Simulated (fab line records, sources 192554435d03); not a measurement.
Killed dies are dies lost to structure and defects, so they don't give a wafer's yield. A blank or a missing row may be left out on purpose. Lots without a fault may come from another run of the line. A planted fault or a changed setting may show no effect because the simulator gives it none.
Chamber matching | flow n5_finfet | N5_STI_FIN_REVEAL_ALD_14 on ald_sin-03: 4 sister chambers
The step deposits Si3N4, target thk 3 nm. 8 wafers are shown with their chamber, then 8 later ones without.

WAFERS WITH THEIR CHAMBER
wafer  | chamber | heater_power_outer_w (W) | heater_power_w (W)
L083.5 | 2       | 509                      | 845
L086.2 | 0       | 553                      | 830
L086.3 | 1       | 618                      | 935
L086.6 | 3       | 534                      | 829
L087.2 | 3       | 534                      | 798
L087.4 | 2       | 481                      | 816
L087.5 | 0       | 532                      | 834
L090.1 | 1       | 601                      | 967

WAFERS WITHOUT THEIR CHAMBER
wafer  | heater_power_outer_w (W) | heater_power_w (W)
L090.5 | 479                      | 808
L090.6 | 633                      | 933
L091.2 | 561                      | 852
L091.5 | 533                      | 822
L091.6 | 545                      | 839
L093.1 | 484                      | 802
L093.3 | 551                      | 829
L093.6 | 555                      | 809

WHICH CHAMBER EACH WENT THROUGH
wafer  | from the rows above     | in truth
L090.5 | 2                       | 2
L090.6 | 1                       | 1
L091.2 | can't be placed: 0 or 3 | 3
L091.5 | can't be placed: 3 or 0 | 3
L091.6 | can't be placed: 0 or 3 | 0
L093.1 | can't be placed: 2 or 3 | 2
L093.3 | can't be placed: 0 or 3 | 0
L093.6 | can't be placed: 0 or 3 | 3
Placed correctly: 2 of 8. Can't be placed from these rows: 6 (the true chamber is among the candidates in 6). Placed wrongly: 0.
How it was worked out, from the rows above alone: a wafer's distance from a chamber is the root of the sum, over the readings, of the square of ((its reading less the chamber's mean) divided by the reading's scatter). The wafer belongs to the nearest chamber; if the next one is less than 2 further off, it can't be placed. A chamber's mean is the mean of its shown wafers. The scatter: the root of (the sum of the squares of (reading less its chamber's mean) over the shown wafers, divided by (wafers less chambers)).
